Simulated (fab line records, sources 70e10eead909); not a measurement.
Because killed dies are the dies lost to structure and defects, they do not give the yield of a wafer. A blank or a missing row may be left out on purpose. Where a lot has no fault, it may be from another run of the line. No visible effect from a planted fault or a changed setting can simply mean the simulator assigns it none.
Which tool did it?    flow nand-harc    6 lots with 18 wafers sampled at 3 steps, on a route of 1302 steps

== WHAT THE GAUGES READ, wafer by wafer ==
NHARC_A_ONON_D2_THK_MEAS_21: measures by ellipsometry.
lot   measured      on             thk-nm (nm)
L524  day 14 01:58  film-metro-02  1008 1008 1007
L527  day 15 15:34  film-metro-02  1009 1010 1010
L528  day 16 03:00  film-metro-01  987 985 986
L532  day 17 09:14  film-metro-01  1004 1003 1003
L535  day 19 02:01  film-metro-01  1586 1011 1013
L543  day 21 21:52  film-metro-02  1005 1004 1004

== EACH LOT AND THE TOOL THAT RAN IT (in order: tool; ch and the chambers of the sampled wafers; start) ==
lot   NHARC_A_CHANNEL_HOLE_D1_XSEM_31  NHARC_A_ONON_D2_DEP_19
L524  xsem-02 ch 0, day 10 01:28       pecvd-onon-02 ch 0, day 14 01:26
L527  xsem-01 ch 0, day 11 09:47       pecvd-onon-02 ch 0, day 15 15:04
L528  xsem-01 ch 0, day 11 14:07       pecvd-onon-02 ch 0, day 16 02:34
L532  xsem-01 ch 0, day 13 07:54       pecvd-onon-04 ch 0, day 17 08:43
L535  xsem-01 ch 0, day 15 03:03       pecvd-onon-04 ch 0, day 19 01:31
L543  xsem-01 ch 0, day 17 22:26       pecvd-onon-01 ch 0, day 21 21:21
- NHARC_A_CHANNEL_HOLE_D1_XSEM_31
- NHARC_A_ONON_D2_DEP_19: target thk 1000 nm.

== THE ANSWER, worked out from the rows above alone ==
Rule: the usual values come from the lots themselves. The widest of any qualifying gaps counts: lots, ordered by their means at a reading, are off when they make up no more than a third of the lots, leave a main group of 4 or more, and stand apart from it by 3 or more times the standard deviation of that group's means. A main group is skipped when, at the precision printed for the reading in the tables above, its means are all equal. Also off: a lot with no number at a reading for which 4 or more lots have one. Where the step has rows for the other lots, those lots are counted as sound.
Off: L535 (NHARC_A_ONON_D2_THK_MEAS_21, thk-nm). The main group: mean 1002 nm, standard deviation 8.4.
If a tool, at a process step before that reading, ran all the lots that are off and no sound lot after the first of them, it fits. The gauges at NHARC_A_ONON_D2_THK_MEAS_21 are tried like those tools. 2 tools fit, pecvd-onon-04 at NHARC_A_ONON_D2_DEP_19 and film-metro-01 at NHARC_A_ONON_D2_THK_MEAS_21, so this cannot tell which one it is.

== WHAT THE SIMULATOR PUT IN ==
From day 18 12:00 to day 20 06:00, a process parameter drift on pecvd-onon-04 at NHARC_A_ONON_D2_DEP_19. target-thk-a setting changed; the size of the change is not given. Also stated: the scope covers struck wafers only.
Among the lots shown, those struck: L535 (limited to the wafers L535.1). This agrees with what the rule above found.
